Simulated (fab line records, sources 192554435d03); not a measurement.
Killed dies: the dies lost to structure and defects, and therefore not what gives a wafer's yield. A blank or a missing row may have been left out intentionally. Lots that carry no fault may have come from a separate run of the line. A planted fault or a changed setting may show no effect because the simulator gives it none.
Which tool did it? -- flow n5 finfet -- 26 wafers from 9 lots sampled at 3 of the route's 1938 steps

## WHAT THE GAUGES SHOWED, per wafer
N5_BEOL_M1_OCD_MEAS_38.
lot,measured,on,trench depth nm (nm)
L806,day 6 05:11,ocd-01,54.5 56.8 55.6
L807,day 6 17:28,ocd-02,55.3 56.4 57.0
L810,day 7 04:47,ocd-01,0.2 0.6 0.4
L811,day 7 08:33,ocd-02,0 0 0.3
L812,day 7 11:11,ocd-01,0.4 0 0.2
L822,day 10 08:17,ocd-02,54.9 54.0
L823,day 10 11:35,ocd-01,54.3 54.2 54.8
L827,day 11 13:59,ocd-02,56.1 56.2 55.6
L828,day 11 18:53,ocd-01,54.0 53.7 54.8

## WHAT TOOL EACH LOT RAN ON (gives the tool, then ch and the chambers of the sampled wafers, and finally the start)
lot,N5_BEOL_M1_ETCH_69,N5_BEOL_M1_TRENCH_ETCH_37
L806,"rie diel-01 ch 0,1,3, day 6 04:34","rie diel-04 ch 0,1,2, day 6 05:02"
L807,"rie diel-04 ch 0,1,3, day 6 10:28","rie diel-04 ch 1,2,3, day 6 17:18"
L810,"rie diel-05 ch 0,1,3, day 7 02:25","rie diel-04 ch 1,2, day 7 04:38"
L811,"rie diel-04 ch 0,1,2, day 7 07:12","rie diel-01 ch 0,2, day 7 08:23"
L812,"rie diel-04 ch 0,1,2, day 7 10:23","rie diel-04 ch 2,3, day 7 11:02"
L822,"rie diel-01 ch 1,2, day 10 06:59","rie diel-01 ch 0,3, day 10 08:08"
L823,"rie diel-04 ch 0,1, day 10 09:46","rie diel-01 ch 0,1, day 10 11:26"
L827,"rie diel-01 ch 1,2,3, day 11 09:26","rie diel-01 ch 0,2,3, day 11 13:50"
L828,"rie diel-04 ch 0,2,3, day 11 15:34","rie diel-01 ch 0,1, day 11 18:44"
- N5_BEOL_M1_ETCH_69: etches SiARC in CF4, target depth 15.6 nm, time 26 s.
- N5_BEOL_M1_TRENCH_ETCH_37: etches SiOC in C4F6/O2, target depth 55.207 nm, time 29 s.

## THE ANSWER, worked out from the rows above alone
Rule: the usual values come from the lots themselves. Put in order of their means at a reading, lots are off if they are a third of the lots or fewer, leave a main group of 4 or more, and stand apart from it by a gap of 3 or more times the standard deviation of the main group's means; of several such gaps the widest counts. A main group is skipped when, at the precision printed for the reading in the tables above, its means are all equal. Also off: a lot with no number at a reading for which 4 or more lots have one. All remaining lots with rows at the step are treated as sound.
Off at N5_BEOL_M1_OCD_MEAS_38 (trench depth nm): L810, L811, L812. Main group: mean 55.1 nm, sd 0.82.
A tool fits if, at a process step before that reading, it ran every lot that is off, and no sound lot after the first of them. Gauges at N5_BEOL_M1_OCD_MEAS_38: tried the same way as those tools. Not one of the candidates tried fits.

## WHAT THE SIMULATOR HAD INSERTED
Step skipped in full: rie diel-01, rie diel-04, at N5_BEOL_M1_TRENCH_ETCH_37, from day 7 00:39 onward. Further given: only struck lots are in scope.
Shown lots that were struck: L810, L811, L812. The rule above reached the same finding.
